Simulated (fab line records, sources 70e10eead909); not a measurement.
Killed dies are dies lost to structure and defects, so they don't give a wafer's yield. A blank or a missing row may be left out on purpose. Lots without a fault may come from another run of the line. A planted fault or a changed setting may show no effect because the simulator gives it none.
Chamber matching | flow nand_harc | NHARC_A_SGD_CUT_ETCHBACK_24 on rie_diel-06: 4 sister chambers
The step etches the open film in CH3F/O2, target depth 50 nm, time 92.857 s. 16 wafers are shown with their chamber, then 8 later ones without.

WAFERS WITH THEIR CHAMBER
wafer  | chamber | showerhead_plenum_p_Torr (Torr) | drypump_motor_current_A (A) | rf_vpp_V (V)
L074.2 | 2       | 2.52                            | 5.78                        | 245.3
L074.5 | 0       | 2.37                            | 5.52                        | 243.0
L074.6 | 1       | 2.61                            | 5.82                        | 246.4
L078.2 | 0       | 2.37                            | 5.53                        | 242.2
L078.3 | 3       | 2.42                            | 5.38                        | 244.7
L078.4 | 2       | 2.51                            | 5.80                        | 245.0
L080.3 | 3       | 2.42                            | 5.42                        | 240.8
L080.5 | 2       | 2.51                            | 5.80                        | 246.4
L080.6 | 3       | 2.42                            | 5.43                        | 243.1
L085.1 | 1       | 2.61                            | 5.84                        | 245.2
L085.3 | 1       | 2.61                            | 5.83                        | 245.1
L085.6 | 2       | 2.51                            | 5.79                        | 245.9
L087.1 | 0       | 2.37                            | 5.51                        | 244.9
L087.3 | 3       | 2.42                            | 5.39                        | 244.6
L087.4 | 1       | 2.61                            | 5.79                        | 247.0
L089.1 | 1       | 2.61                            | 5.86                        | 246.4

SIGNATURES (means of the wafers above)
reading                  | chamber 0 | chamber 1 | chamber 2 | chamber 3 | scatter within a chamber
showerhead_plenum_p_Torr | 2.3700    | 2.6100    | 2.5125    | 2.4200    | 0.0025
drypump_motor_current_A  | 5.5200    | 5.8280    | 5.7925    | 5.4050    | 0.0201
rf_vpp_V                 | 243.367   | 246.020   | 245.650   | 243.300   | 1.22
Rule: a wafer's distance from a chamber is the root of the sum, over the readings, of the square of ((its reading less the chamber's mean) divided by the reading's scatter). The wafer belongs to the nearest chamber; if the next one is less than 2 further off, it can't be placed. The scatter: the root of (the sum of the squares of (reading less its chamber's mean) over the shown wafers, divided by (wafers less chambers)).

WAFERS WITHOUT THEIR CHAMBER
wafer  | showerhead_plenum_p_Torr (Torr) | drypump_motor_current_A (A) | rf_vpp_V (V)
L089.4 | 2.42                            | 5.43                        | 244.0
L089.5 | 2.61                            | 5.84                        | 247.6
L091.2 | 2.37                            | 5.53                        | 242.6
L091.3 | 2.42                            | 5.40                        | 244.0
L091.6 | 2.61                            | 5.82                        | 246.0
L094.1 | 2.61                            | 5.84                        | 247.1
L094.4 | 2.51                            | 5.81                        | 245.3
L094.6 | 2.42                            | 5.40                        | 245.1

WHICH CHAMBER EACH WENT THROUGH
wafer  | from the rows above | in truth
L089.4 | 3                   | 3
L089.5 | 1                   | 1
L091.2 | 0                   | 0
L091.3 | 3                   | 3
L091.6 | 1                   | 1
L094.1 | 1                   | 1
L094.4 | 2                   | 2
L094.6 | 3                   | 3
Placed correctly: 8 of 8. Can't be placed from these rows: 0. Placed wrongly: 0.
